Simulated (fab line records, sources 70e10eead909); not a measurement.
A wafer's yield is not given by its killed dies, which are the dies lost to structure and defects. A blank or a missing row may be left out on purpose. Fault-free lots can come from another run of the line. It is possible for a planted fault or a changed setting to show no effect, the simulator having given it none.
Which tool is to blame? :: flow nand_harc :: 33 wafers from 11 lots sampled at 7 of the route's 1159 steps

== WHAT THE GAUGES SHOWED, per wafer ==
NHARC_P_M0_INSPECT_27. Usual: raw_defect_count at 299, with a standard deviation of 93.
lot: L133
measured: day 6 06:33
on: defect_inspect-01
raw_defect_count: 379 449 226
flag: 

lot: L136
measured: day 6 17:06
on: defect_inspect-01
raw_defect_count: 304 321 352
flag: 

lot: L135
measured: day 6 17:31
on: defect_inspect-01
raw_defect_count: 575 303 248
flag: 

lot: L141
measured: day 7 22:59
on: defect_inspect-02
raw_defect_count: 350 258 245
flag: 

lot: L142
measured: day 8 02:19
on: defect_inspect-02
raw_defect_count: 307 296 196
flag: 

lot: L147
measured: day 9 00:50
on: defect_inspect-02
raw_defect_count: 207 295 378
flag: 

lot: L150
measured: day 10 03:10
on: defect_inspect-01
raw_defect_count: 451 253 615
flag: 

lot: L152
measured: day 10 13:07
on: defect_inspect-02
raw_defect_count: 996 912 872
flag: OFF

lot: L154
measured: day 10 22:27
on: defect_inspect-01
raw_defect_count: 415 401 274
flag: 

lot: L153
measured: day 11 00:38
on: defect_inspect-02
raw_defect_count: 921 869 1023
flag: OFF

lot: L156
measured: day 11 20:13
on: defect_inspect-01
raw_defect_count: 239 205 311
flag: 

NHARC_P_M1_INSPECT_11. Usual: raw_defect_count at 3.7, with a standard deviation of 2.2.
lot: L133
measured: day 6 07:56
on: defect_inspect-02
raw_defect_count: 3 2 7
flag: 

lot: L136
measured: day 6 18:37
on: defect_inspect-01
raw_defect_count: 5 2 2
flag: 

lot: L135
measured: day 6 18:54
on: defect_inspect-02
raw_defect_count: 2 6 3
flag: 

lot: L141
measured: day 8 00:28
on: defect_inspect-01
raw_defect_count: 3 6 4
flag: 

lot: L142
measured: day 8 03:50
on: defect_inspect-02
raw_defect_count: 4 2 4
flag: 

lot: L147
measured: day 9 02:13
on: defect_inspect-01
raw_defect_count: 4 2 2
flag: 

lot: L150
measured: day 10 04:47
on: defect_inspect-01
raw_defect_count: 4 4 7
flag: 

lot: L152
measured: day 10 14:31
on: defect_inspect-01
raw_defect_count: 714 680 678
flag: OFF

lot: L154
measured: day 11 00:02
on: defect_inspect-02
raw_defect_count: 7 3 4
flag: 

lot: L153
measured: day 11 02:10
on: defect_inspect-01
raw_defect_count: 678 675 651
flag: OFF

lot: L156
measured: day 11 21:36
on: defect_inspect-01
raw_defect_count: 3 2 5
flag: 

NHARC_END_SORT_01. Usual: defect_limited_yield 95.6 %, standard deviation 1.6; killed_at_array 26, standard deviation 10; killed_at_other 0.8, standard deviation 1.1; killed_at_periphery 3.3, standard deviation 2.6; killed_dies 30, standard deviation 11; killed_open 3.4, standard deviation 1.8; killed_short 2.0, standard deviation 1.3; sort_bin_2_pct 1.4 %, standard deviation 0.6; sort_bin_3_pct 0.22 %, standard deviation 0.19; sort_bin_4_pct 2.8 %, standard deviation 1.1; sort_n_pass 647, standard deviation 11; sort_rim_yield_pct 95.8 %, standard deviation 3; sort_yield_pct 95.6 %, standard deviation 1.6.
lot: L142
measured: day 21 09:28
on: prober-01
defect_limited_yield (%): 96.3 95.9 95.7
killed_at_array: 23 22 23
killed_at_other: 1 5 1
killed_at_periphery: 1 1 5
killed_dies: 25 28 29
killed_open: 4 6 5
killed_short: 4 3 2
sort_bin_2_pct (%): 1.8 1.5 1.2
sort_bin_3_pct (%): 0.15 0.15 0.30
sort_bin_4_pct (%): 1.8 2.5 2.8
sort_n_pass: 652 649 648
sort_rim_yield_pct (%): 97.2 96.2 91.5
sort_yield_pct (%): 96.3 95.9 95.7
flag: 

lot: L150
measured: day 23 12:32
on: prober-01
defect_limited_yield (%): 96.2 95.4 95.6
killed_at_array: 21 23 22
killed_at_other: 4 6 2
killed_at_periphery: 1 2 6
killed_dies: 26 31 30
killed_open: 4 2 1
killed_short: 0 1 1
sort_bin_2_pct (%): 1.0 1.0 0.9
sort_bin_3_pct (%): 0.59 0.30 0.30
sort_bin_4_pct (%): 2.2 3.2 3.2
sort_n_pass: 651 646 647
sort_rim_yield_pct (%): 91.5 96.2 95.3
sort_yield_pct (%): 96.2 95.4 95.6
flag: 

lot: L152
measured: day 23 20:18
on: prober-01
defect_limited_yield (%): 33.2 37.1 35.9
killed_at_array: 20 21 21
killed_at_other: 1 2 0
killed_at_periphery: 431 403 413
killed_dies: 452 426 434
killed_open: 3 2 3
killed_short: 1 1 2
sort_bin_2_pct (%): 24.7 25.0 24.4
sort_bin_3_pct (%): 5.47 4.87 5.76
sort_bin_4_pct (%): 36.6 33.1 34.0
sort_n_pass: 225 251 243
sort_rim_yield_pct (%): 36.8 33.0 33.0
sort_yield_pct (%): 33.2 37.1 35.9
flag: OFF

lot: L153
measured: day 23 20:22
on: prober-02
defect_limited_yield (%): 39.3 35.3 37.7
killed_at_array: 11 13 20
killed_at_other: 0 0 0
killed_at_periphery: 400 425 402
killed_dies: 411 438 422
killed_open: 0 2 3
killed_short: 1 0 2
sort_bin_2_pct (%): 21.9 24.7 23.9
sort_bin_3_pct (%): 5.76 5.76 4.58
sort_bin_4_pct (%): 33.1 34.3 33.8
sort_n_pass: 266 239 255
sort_rim_yield_pct (%): 33.0 34.0 38.7
sort_yield_pct (%): 39.3 35.3 37.7
flag: OFF

== TOOL THAT RAN EACH LOT (tool first, then ch and the chambers of the sampled wafers, then the start) ==
lot: L133
NHARC_P_CONTACT_ALD_22: ald_metal-02 ch 0,1,3, day 5 18:37
NHARC_P_M0_ETCH_34: rie_diel-05 ch 1,2,3, day 6 04:01
NHARC_P_M0_PRE_CLEAN_29: pvd_sputter-01, day 6 06:05 or earlier
NHARC_P_M0_CMP_23: cmp-01 ch 0,1,2, day 6 06:05

lot: L136
NHARC_P_CONTACT_ALD_22: ald_metal-02 ch 0,1, day 6 10:13
NHARC_P_M0_ETCH_34: rie_diel-05 ch 0,1, day 6 14:42
NHARC_P_M0_PRE_CLEAN_29: pvd_sputter-01, day 6 16:37 or earlier
NHARC_P_M0_CMP_23: cmp-04 ch 1,3, day 6 16:37

lot: L135
NHARC_P_CONTACT_ALD_22: ald_metal-03 ch 1,2,3, day 6 10:35
NHARC_P_M0_ETCH_34: rie_diel-05 ch 1,2, day 6 15:07
NHARC_P_M0_PRE_CLEAN_29: pvd_sputter-02, day 6 17:02 or earlier
NHARC_P_M0_CMP_23: cmp-03 ch 0,3, day 6 17:02

lot: L141
NHARC_P_CONTACT_ALD_22: ald_metal-03 ch 1,2,3, day 7 17:11
NHARC_P_M0_ETCH_34: rie_diel-07 ch 0,2,3, day 7 20:30
NHARC_P_M0_PRE_CLEAN_29: pvd_sputter-02, day 7 22:30 or earlier
NHARC_P_M0_CMP_23: cmp-03 ch 0,3, day 7 22:30

lot: L142
NHARC_P_CONTACT_ALD_22: ald_metal-02 ch 0,2,3, day 7 21:18
NHARC_P_M0_ETCH_34: rie_diel-07 ch 1,3, day 7 23:36
NHARC_P_M0_PRE_CLEAN_29: pvd_sputter-02, day 8 01:54 or earlier
NHARC_P_M0_CMP_23: cmp-03 ch 0,1,2, day 8 01:54

lot: L147
NHARC_P_CONTACT_ALD_22: ald_metal-03 ch 0,1,2, day 8 19:55
NHARC_P_M0_ETCH_34: rie_diel-06 ch 0,1,3, day 8 22:23
NHARC_P_M0_PRE_CLEAN_29: pvd_sputter-03, day 9 00:23 or earlier
NHARC_P_M0_CMP_23: cmp-01 ch 0,1,3, day 9 00:23

lot: L150
NHARC_P_CONTACT_ALD_22: ald_metal-01 ch 0,2, day 9 22:20
NHARC_P_M0_ETCH_34: rie_diel-07 ch 0,1,2, day 10 00:46
NHARC_P_M0_PRE_CLEAN_29: pvd_sputter-03, day 10 02:41 or earlier
NHARC_P_M0_CMP_23: cmp-01 ch 0,1, day 10 02:41

lot: L152
NHARC_P_CONTACT_ALD_22: ald_metal-03 ch 0,2,3, day 10 08:16
NHARC_P_M0_ETCH_34: rie_diel-06 ch 0,1,3, day 10 10:43
NHARC_P_M0_PRE_CLEAN_29: pvd_sputter-02, day 10 12:40 or earlier
NHARC_P_M0_CMP_23: cmp-01 ch 0,2,3, day 10 12:40

lot: L154
NHARC_P_CONTACT_ALD_22: ald_metal-02 ch 0,2,3, day 10 17:23
NHARC_P_M0_ETCH_34: rie_diel-06 ch 0,2, day 10 20:01
NHARC_P_M0_PRE_CLEAN_29: pvd_sputter-03, day 10 21:58 or earlier
NHARC_P_M0_CMP_23: cmp-04 ch 0,1, day 10 21:58

lot: L153
NHARC_P_CONTACT_ALD_22: ald_metal-03 ch 0,1,2, day 10 19:57
NHARC_P_M0_ETCH_34: rie_diel-06 ch 2,3, day 10 22:13
NHARC_P_M0_PRE_CLEAN_29: pvd_sputter-01, day 11 00:10 or earlier
NHARC_P_M0_CMP_23: cmp-01 ch 1,2,3, day 11 00:10

lot: L156
NHARC_P_CONTACT_ALD_22: ald_metal-01 ch 0,2,3, day 11 15:17
NHARC_P_M0_ETCH_34: rie_diel-05 ch 0,1,3, day 11 17:41
NHARC_P_M0_PRE_CLEAN_29: pvd_sputter-01, day 11 19:46 or earlier
NHARC_P_M0_CMP_23: cmp-04 ch 0,1,2, day 11 19:46
- NHARC_P_CONTACT_ALD_22: deposits TiN, target thk 3 nm, pulse time 1 s, ald cycles 150.
- NHARC_P_M0_ETCH_34: etches the open film in N2/H2, target depth 40 nm, overetch 12 nm, time 43.94 s.
- NHARC_P_M0_PRE_CLEAN_29: time 30 s.
- NHARC_P_M0_CMP_23: polishes, t overpolish 20 s, target thk 117.53 nm.

== WHAT THE TOOLS THEMSELVES READ (means of the sampled wafers that have a number; where no wafer has one, the mark that the record gives instead) ==
NHARC_P_CONTACT_ALD_22. Usual: heater_power_w 1051 W, standard deviation 87; precursor_pulse_height_rel 1.001, standard deviation 0.021.
lot: L133
tool: ald_metal-02
heater_power_w (W): 1038
precursor_pulse_height_rel: 1.002
flag: 

lot: L136
tool: ald_metal-02
heater_power_w (W): 1059
precursor_pulse_height_rel: 1.018
flag: 

lot: L135
tool: ald_metal-03
heater_power_w (W): 1077
precursor_pulse_height_rel: 0.995
flag: 

lot: L141
tool: ald_metal-03
heater_power_w (W): 1075
precursor_pulse_height_rel: 1.015
flag: 

lot: L142
tool: ald_metal-02
heater_power_w (W): 1076
precursor_pulse_height_rel: 0.989
flag: 

lot: L147
tool: ald_metal-03
heater_power_w (W): 1097
precursor_pulse_height_rel: 1.003
flag: 

lot: L150
tool: ald_metal-01
heater_power_w (W): 1055
precursor_pulse_height_rel: 1.003
flag: 

lot: L152
tool: ald_metal-03
heater_power_w (W): 987
precursor_pulse_height_rel: 1.005
flag: 

lot: L154
tool: ald_metal-02
heater_power_w (W): 1011
precursor_pulse_height_rel: 1.014
flag: 

lot: L153
tool: ald_metal-03
heater_power_w (W): 1085
precursor_pulse_height_rel: 1.003
flag: 

lot: L156
tool: ald_metal-01
heater_power_w (W): 1068
precursor_pulse_height_rel: 1.014
flag: 

NHARC_P_M0_ETCH_34. Usual: chamber_pressure_mTorr 30.001 mTorr, standard deviation 0.028; drypump_motor_current_A 5.9 A, standard deviation 0.41; oes_product_au 1.000 a.u., standard deviation 0.0095; rf_vpp_V 431.1 V, standard deviation 2.6; showerhead_plenum_p_Torr 2.06 Torr, standard deviation 0.094; throttle_valve_pct 14.170 %, standard deviation 0.0093.
lot: L133
tool: rie_diel-05
chamber_pressure_mTorr (mTorr): 29.981
drypump_motor_current_A (A): 5.6
oes_product_au (a.u.): 1.009
rf_vpp_V (V): 433.0
showerhead_plenum_p_Torr (Torr): 2.11
throttle_valve_pct (%): 14.178
flag: 

lot: L136
tool: rie_diel-05
chamber_pressure_mTorr (mTorr): 29.993
drypump_motor_current_A (A): 5.5
oes_product_au (a.u.): 0.998
rf_vpp_V (V): 432.4
showerhead_plenum_p_Torr (Torr): 2.12
throttle_valve_pct (%): 14.171
flag: 

lot: L135
tool: rie_diel-05
chamber_pressure_mTorr (mTorr): 30.002
drypump_motor_current_A (A): 5.4
oes_product_au (a.u.): 1.007
rf_vpp_V (V): 433.9
showerhead_plenum_p_Torr (Torr): 2.14
throttle_valve_pct (%): 14.169
flag: 

lot: L141
tool: rie_diel-07
chamber_pressure_mTorr (mTorr): 29.997
drypump_motor_current_A (A): 6.4
oes_product_au (a.u.): 1.007
rf_vpp_V (V): 430.2
showerhead_plenum_p_Torr (Torr): 2.03
throttle_valve_pct (%): 14.161
flag: 

lot: L142
tool: rie_diel-07
chamber_pressure_mTorr (mTorr): 29.996
drypump_motor_current_A (A): 5.8
oes_product_au (a.u.): 1.001
rf_vpp_V (V): 433.0
showerhead_plenum_p_Torr (Torr): 2.14
throttle_valve_pct (%): 14.178
flag: 

lot: L147
tool: rie_diel-06
chamber_pressure_mTorr (mTorr): 30.008
drypump_motor_current_A (A): 6.0
oes_product_au (a.u.): 1.008
rf_vpp_V (V): 430.8
showerhead_plenum_p_Torr (Torr): 2.05
throttle_valve_pct (%): 14.156
flag: 

lot: L150
tool: rie_diel-07
chamber_pressure_mTorr (mTorr): 30.004
drypump_motor_current_A (A): 6.0
oes_product_au (a.u.): 1.011
rf_vpp_V (V): 431.2
showerhead_plenum_p_Torr (Torr): 2.07
throttle_valve_pct (%): 14.172
flag: 

lot: L152
tool: rie_diel-06
chamber_pressure_mTorr (mTorr): 30.007
drypump_motor_current_A (A): 6.0
oes_product_au (a.u.): 1.002
rf_vpp_V (V): 431.1
showerhead_plenum_p_Torr (Torr): 2.05
throttle_valve_pct (%): 14.172
flag: 

lot: L154
tool: rie_diel-06
chamber_pressure_mTorr (mTorr): 30.017
drypump_motor_current_A (A): 6.0
oes_product_au (a.u.): 0.990
rf_vpp_V (V): 429.8
showerhead_plenum_p_Torr (Torr): 2.02
throttle_valve_pct (%): 14.167
flag: 

lot: L153
tool: rie_diel-06
chamber_pressure_mTorr (mTorr): 29.999
drypump_motor_current_A (A): 5.7
oes_product_au (a.u.): 0.987
rf_vpp_V (V): 431.8
showerhead_plenum_p_Torr (Torr): 2.10
throttle_valve_pct (%): 14.167
flag: 

lot: L156
tool: rie_diel-05
chamber_pressure_mTorr (mTorr): 30.032
drypump_motor_current_A (A): 5.7
oes_product_au (a.u.): 0.998
rf_vpp_V (V): 432.7
showerhead_plenum_p_Torr (Torr): 2.08
throttle_valve_pct (%): 14.161
flag: 

NHARC_P_M0_PRE_CLEAN_29. Usual: heater_power_w at 410 W, with a standard deviation of 44.
lot: L133
tool: pvd_sputter-01
heater_power_w (W): 411
flag: 

lot: L136
tool: pvd_sputter-01
heater_power_w (W): 422
flag: 

lot: L135
tool: pvd_sputter-02
heater_power_w (W): 445
flag: 

lot: L141
tool: pvd_sputter-02
heater_power_w (W): 436
flag: 

lot: L142
tool: pvd_sputter-02
heater_power_w (W): 440
flag: 

lot: L147
tool: pvd_sputter-03
heater_power_w (W): 382
flag: 

lot: L150
tool: pvd_sputter-03
heater_power_w (W): 406
flag: 

lot: L152
tool: pvd_sputter-02
heater_power_w (W): 443
flag: 

lot: L154
tool: pvd_sputter-03
heater_power_w (W): 385
flag: 

lot: L153
tool: pvd_sputter-01
heater_power_w (W): 430
flag: 

lot: L156
tool: pvd_sputter-01
heater_power_w (W): 453
flag: 

NHARC_P_M0_CMP_23. Usual: motor_current_A 12.3 A, standard deviation 0.92; time_to_endpoint_s 28.5 s, standard deviation 2.9.
lot: L133
tool: cmp-01
motor_current_A (A): 11.6
time_to_endpoint_s (s): 29.1
flag: 

lot: L136
tool: cmp-04
motor_current_A (A): 12.0
time_to_endpoint_s (s): 27.2
flag: 

lot: L135
tool: cmp-03
motor_current_A (A): 13.3
time_to_endpoint_s (s): 27.2
flag: 

lot: L141
tool: cmp-03
motor_current_A (A): 12.7
time_to_endpoint_s (s): 26.0
flag: 

lot: L142
tool: cmp-03
motor_current_A (A): 12.2
time_to_endpoint_s (s): 27.8
flag: 

lot: L147
tool: cmp-01
motor_current_A (A): 12.4
time_to_endpoint_s (s): 29.3
flag: 

lot: L150
tool: cmp-01
motor_current_A (A): 11.5
time_to_endpoint_s (s): 29.5
flag: 

lot: L152
tool: cmp-01
motor_current_A (A): 12.3
time_to_endpoint_s (s): 29.5
flag: 

lot: L154
tool: cmp-04
motor_current_A (A): 11.3
time_to_endpoint_s (s): 29.0
flag: 

lot: L153
tool: cmp-01
motor_current_A (A): 12.2
time_to_endpoint_s (s): 28.9
flag: 

lot: L156
tool: cmp-04
motor_current_A (A): 12.4
time_to_endpoint_s (s): 29.3
flag: 

== THE ANSWER, worked out from the rows above alone ==
Rule: a lot counts as off when the mean over its wafers that have a number is more than 3 standard deviations away from the usual mean. A lot without any number at a reading at which 4 lots or more have one is off too. Any other lot the step has rows for is counted as sound. The gauges are gone through in route order, then the tools' own readings, and for those a lot's mean is taken as printed above. At the first step where some lot is off, the reading lying furthest off is the one used; lots without a number count as furthest.
Off: L152, L153, at NHARC_P_M0_INSPECT_27 (raw_defect_count).
If a tool, at a process step before that reading, ran all the lots that are off and no sound lot after the first of them, it fits. The gauges at NHARC_P_M0_INSPECT_27 aren't tried: what is off there is off at NHARC_P_M1_INSPECT_11 too, on other tools, and a gauge's error can't cause that. NHARC_P_M0_PRE_CLEAN_29 gives no start for some lots, so the hours and the order of its lots are those of NHARC_P_M0_CMP_23. 2 tools fit, ald_metal-03 at NHARC_P_CONTACT_ALD_22 and cmp-01 at NHARC_P_M0_CMP_23, so this cannot tell which one it is.

== WHAT HAD BEEN PUT IN BY THE SIMULATOR ==
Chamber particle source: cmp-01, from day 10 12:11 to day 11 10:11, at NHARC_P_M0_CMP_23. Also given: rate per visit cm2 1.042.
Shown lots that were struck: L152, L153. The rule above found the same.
